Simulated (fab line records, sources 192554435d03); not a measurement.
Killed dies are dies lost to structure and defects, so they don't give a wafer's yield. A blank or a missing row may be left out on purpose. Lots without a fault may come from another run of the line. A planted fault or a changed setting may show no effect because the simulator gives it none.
Which tool did it? | flow n5_finfet | 9 lots, 25 wafers sampled, at 5 steps of a route of 1938

WHAT THE GAUGES READ, wafer by wafer
N5_SD_EPI_N_INSPECT_11: inspects for defects (macro). Usual: raw_defect_count 1.9, standard deviation 1.4.
lot  | measured    | on                | raw_defect_count | flag
L567 | day 3 01:09 | defect_inspect-01 | 4 2 1            |
L569 | day 3 16:05 | defect_inspect-01 | 1 2 0            |
L570 | day 3 18:13 | defect_inspect-02 | 1 2 3            |
L572 | day 4 07:43 | defect_inspect-01 | 2 2 2            |
L573 | day 4 15:34 | defect_inspect-01 | 1 3 3            |
L577 | day 5 18:31 | defect_inspect-02 | 3 1 0            |
L580 | day 6 08:21 | defect_inspect-02 | 0 2 2            |
L584 | day 7 07:49 | defect_inspect-02 | 1 6              |
L588 | day 8 08:53 | defect_inspect-01 | 3 3              |

N5_BEOL_M4_RC_MEAS_101. Usual: DIBL_N 36.0 mV/V, standard deviation 1.7; DIBL_P 35.8 mV/V, standard deviation 2; IOFF_N 0.15 nA/um, standard deviation 0.03; IOFF_P 0.20 nA/um, standard deviation 0.037; ION_N 670 uA/um, standard deviation 12; ION_P 460 uA/um, standard deviation 7.2; SS_N 71.5 mV/dec, standard deviation 0.68; SS_P 73.2 mV/dec, standard deviation 0.65; VT_N 250 mV, standard deviation 3.1; VT_P -251 mV, standard deviation 3.4.
lot  | measured     | on        | DIBL_N (mV/V)  | DIBL_P (mV/V)  | IOFF_N (nA/um) | IOFF_P (nA/um) | ION_N (uA/um) | ION_P (uA/um) | SS_N (mV/dec)  | SS_P (mV/dec)  | VT_N (mV)   | VT_P (mV)      | flag
L567 | day 8 10:06  | prober-01 | 36.0 37.1 36.7 | 37.1 37.0 36.6 | 0.17 0.18 0.18 | 0.24 0.23 0.23 | 684 682 669   | 471 464 467   | 71.4 71.3 71.6 | 73.4 73.3 73.3 | 249 248 249 | -247 -248 -247 |
L569 | day 8 12:48  | prober-01 | 34.3 35.8 36.6 | 33.3 34.4 34.3 | 0.12 0.15 0.15 | 0.16 0.17 0.16 | 668 677 646   | 456 457 440   | 71.9 72.1 72.3 | 72.0 72.7 72.8 | 251 247 252 | -252 -253 -253 |
L570 | day 8 09:44  | prober-02 | 38.8 37.2 36.9 | 39.1 37.0 35.8 | 0.20 0.16 0.14 | 0.28 0.22 0.21 | 671 664 667   | 463 459 460   | 72.0 71.6 72.1 | 74.1 72.7 73.2 | 246 249 250 | -244 -247 -250 |
L572 | day 9 08:49  | prober-02 | 33.1 35.5 34.2 | 33.7 36.5 35.5 | 0.12 0.16 0.14 | 0.15 0.18 0.18 | 662 666 682   | 454 449 469   | 71.1 71.8 71.3 | 73.2 73.2 72.5 | 252 248 251 | -255 -254 -255 |
L573 | day 9 08:45  | prober-01 | 36.3 34.4 39.2 | 37.4 36.1 40.2 | 0.15 0.13 0.20 | 0.21 0.18 0.27 | 654 663 669   | 448 460 455   | 70.6 71.2 73.0 | 73.9 73.1 74.0 | 248 252 246 | -252 -251 -251 |
L577 | day 10 21:30 | prober-01 | 37.7 36.0 34.8 | 38.1 35.1 33.7 | 0.19 0.15 0.13 | 0.27 0.21 0.18 | 687 656 678   | 477 455 462   | 71.5 71.8 71.3 | 73.5 72.4 73.1 | 248 249 251 | -244 -249 -249 |
L580 | day 11 15:01 | prober-01 | 36.2 35.2 35.0 | 35.7 35.6 34.7 | 0.14 0.14 0.12 | 0.19 0.20 0.18 | 658 684 655   | 453 470 460   | 71.2 71.1 70.1 | 72.7 73.4 72.7 | 252 250 254 | -252 -250 -251 |
L584 | day 12 18:06 | prober-02 | 34.7 36.5      | 33.5 35.0      | 0.13 0.15      | 0.19 0.22      | 671 647       | 460 448       | 71.4 72.0      | 72.2 72.6      | 252 251     | -249 -247      |
L588 | day 13 10:17 | prober-01 | 37.4 35.4      | 37.8 36.2      | 0.17 0.14      | 0.21 0.18      | 682 659       | 463 457       | 72.0 71.1      | 74.5 73.8      | 251 254     | -251 -253      |

WHICH TOOL RAN EACH LOT (tool, then ch and the chambers of the sampled wafers, then the start)
lot  | N5_DUMMY_GATE_ETCH_36             | N5_SD_EPI_N_COAT_32              | N5_SD_EPI_N_DESCUM_14
L567 | rie_diel-01 ch 0,1,3, day 2 23:02 | litho_track-03 ch 0, day 3 00:43 | rie_diel-03 ch 0,1,2, day 3 01:13
L569 | rie_diel-05 ch 1,2, day 3 13:47   | litho_track-05 ch 0, day 3 15:40 | rie_diel-02 ch 2,3, day 3 16:17
L570 | rie_diel-05 ch 0,1, day 3 15:55   | litho_track-03 ch 0, day 3 17:48 | rie_diel-04 ch 0,1,3, day 3 18:32
L572 | rie_diel-01 ch 0,1,3, day 4 05:36 | litho_track-01 ch 0, day 4 07:17 | rie_diel-02 ch 0,1,2, day 4 07:44
L573 | rie_diel-01 ch 0,2, day 4 12:38   | litho_track-05 ch 0, day 4 15:09 | rie_diel-02 ch 0,1, day 4 15:37
L577 | rie_diel-01 ch 0,2,3, day 5 16:13 | litho_track-01 ch 0, day 5 18:06 | rie_diel-02 ch 0,2,3, day 5 18:33
L580 | rie_diel-01 ch 0,1, day 6 04:49   | litho_track-03 ch 0, day 6 07:04 | rie_diel-03 ch 0,3, day 6 09:26
L584 | rie_diel-01 ch 0,3, day 7 05:43   | litho_track-03 ch 0, day 7 07:23 | rie_diel-03 ch 2,3, day 7 07:51
L588 | rie_diel-01 ch 2,3, day 8 06:28   | litho_track-03 ch 0, day 8 08:28 | rie_diel-04 ch 0,1, day 8 08:59
- N5_DUMMY_GATE_ETCH_36: etches SiARC in CF4, target depth 13 nm.
- N5_SD_EPI_N_COAT_32: time 60 s, resist thk 350 nm.
- N5_SD_EPI_N_DESCUM_14: chemistry O2, time 7.9 s.

WHAT THE TOOLS THEMSELVES READ (means of the sampled wafers that have a number; where no wafer has one, the mark that the record gives instead)
N5_DUMMY_GATE_ETCH_36. Usual: cf4_flow_sccm 100.0 sccm, standard deviation 0.32; drypump_motor_current_A 5.9 A, standard deviation 0.38; mfc_ar_sccm 100.01 sccm, standard deviation 0.27; oes_product_au 0.75 a.u., standard deviation 0.054; rf_vpp_V 183.6 V, standard deviation 1.1; showerhead_plenum_p_Torr 2.11 Torr, standard deviation 0.066; throttle_valve_pct 15.73 %, standard deviation 0.19.
lot  | tool        | cf4_flow_sccm (sccm) | drypump_motor_current_A (A) | mfc_ar_sccm (sccm) | oes_product_au (a.u.) | rf_vpp_V (V) | showerhead_plenum_p_Torr (Torr) | throttle_valve_pct (%) | flag
L567 | rie_diel-01 | 99.7                 | 6.0                         | 100.03             | 0.73                  | 182.9        | 2.14                            | 15.72                  |
L569 | rie_diel-05 | 99.6                 | 6.1                         | 100.02             | 0.74                  | 183.4        | 2.08                            | 15.43                  |
L570 | rie_diel-05 | 100.2                | 6.3                         | 99.93              | 0.74                  | 184.1        | 2.08                            | 15.91                  |
L572 | rie_diel-01 | 99.8                 | 6.0                         | 100.32             | 0.73                  | 184.1        | 2.14                            | 15.75                  |
L573 | rie_diel-01 | 100.0                | 5.5                         | 99.78              | 0.71                  | 183.9        | 2.08                            | 15.73                  |
L577 | rie_diel-01 | 99.7                 | 5.7                         | 100.18             | 0.72                  | 184.0        | 2.12                            | 15.76                  |
L580 | rie_diel-01 | 99.8                 | 6.2                         | 99.94              | 0.71                  | 183.3        | 2.07                            | 15.73                  |
L584 | rie_diel-01 | 100.1                | 5.9                         | 99.83              | 0.72                  | 185.9        | 2.13                            | 15.76                  |
L588 | rie_diel-01 | 100.2                | 5.4                         | 99.86              | 0.83                  | 184.9        | 2.16                            | 15.57                  |

N5_SD_EPI_N_COAT_32. Usual: dispense_pressure_kPa 50.7 kPa, standard deviation 0.47; exhaust_pa 44.9 Pa, standard deviation 0.97; heater_power_total_W 500.2 W, standard deviation 1.8; run_length_s 66.08 s, standard deviation 0.21.
lot  | tool           | dispense_pressure_kPa (kPa) | exhaust_pa (Pa) | heater_power_total_W (W) | run_length_s (s) | flag
L567 | litho_track-03 | 49.9                        | 44.6            | 502.4                    | 66.24            |
L569 | litho_track-05 | 51.0                        | 44.5            | 501.2                    | 65.80            |
L570 | litho_track-03 | 49.9                        | 44.6            | 501.5                    | 66.11            |
L572 | litho_track-01 | 50.9                        | 45.9            | 501.5                    | 66.29            |
L573 | litho_track-05 | 51.0                        | 46.0            | 499.2                    | 65.82            |
L577 | litho_track-01 | 51.0                        | 44.1            | 499.3                    | 66.19            |
L580 | litho_track-03 | 50.0                        | 45.9            | 500.3                    | 66.20            |
L584 | litho_track-03 | 50.0                        | 44.5            | 555.5                    | 57.33            | OFF
L588 | litho_track-03 | 49.9                        | 45.8            | 558.1                    | 57.37            | OFF

N5_SD_EPI_N_DESCUM_14. Usual: drypump_motor_current_A 5.8 A, standard deviation 0.42; o2_flow_sccm 224.9 sccm, standard deviation 0.71; oes_product_au 0.79 a.u., standard deviation 0.1; rf_vpp_V 243.3 V, standard deviation 1.3; showerhead_plenum_p_Torr 2.09 Torr, standard deviation 0.073; throttle_valve_pct 20.35 %, standard deviation 0.2.
lot  | tool        | drypump_motor_current_A (A) | o2_flow_sccm (sccm) | oes_product_au (a.u.) | rf_vpp_V (V) | showerhead_plenum_p_Torr (Torr) | throttle_valve_pct (%) | flag
L567 | rie_diel-03 | 5.6                         | 224.3               | 0.70                  | 244.6        | 2.09                            | 20.58                  |
L569 | rie_diel-02 | 6.2                         | 225.4               | 0.76                  | 243.7        | 2.12                            | 20.13                  |
L570 | rie_diel-04 | 5.6                         | 225.0               | 0.79                  | 243.2        | 2.07                            | 20.23                  |
L572 | rie_diel-02 | 5.8                         | 225.1               | 0.82                  | 243.6        | 2.04                            | 20.32                  |
L573 | rie_diel-02 | 5.7                         | 224.9               | 0.79                  | 242.9        | 2.04                            | 20.36                  |
L577 | rie_diel-02 | 6.0                         | 224.4               | 0.81                  | 243.0        | 2.10                            | 20.20                  |
L580 | rie_diel-03 | 5.8                         | 225.8               | 0.74                  | 243.9        | 2.07                            | 20.43                  |
L584 | rie_diel-03 | 5.4                         | 225.3               | 0.78                  | 243.8        | 2.08                            | 20.46                  |
L588 | rie_diel-04 | 5.7                         | 224.6               | 0.82                  | 245.6        | 2.21                            | 20.23                  |

THE ANSWER, worked out from the rows above alone
Rule: a lot is off if the mean of its wafers that have a number lies more than 3 standard deviations from the usual mean. A lot without any number at a reading at which 4 lots or more have one is off too. The other lots that the step has rows for count as sound. The gauges are gone through in route order, then the tools' own readings, and for those a lot's mean is taken as printed above. The first step at which some lot is off is used, and at that step the reading that is off furthest; a lot without a number counts as furthest.
Off: L584, L588, at N5_SD_EPI_N_COAT_32 (run_length_s).
A tool fits if, at that step or a process step before it, it ran every lot that is off, and no sound lot after the first of them. Can't be told from this: 2 tools fit, rie_diel-01 at N5_DUMMY_GATE_ETCH_36, litho_track-03 at N5_SD_EPI_N_COAT_32.

WHAT THE SIMULATOR HAD PUT IN
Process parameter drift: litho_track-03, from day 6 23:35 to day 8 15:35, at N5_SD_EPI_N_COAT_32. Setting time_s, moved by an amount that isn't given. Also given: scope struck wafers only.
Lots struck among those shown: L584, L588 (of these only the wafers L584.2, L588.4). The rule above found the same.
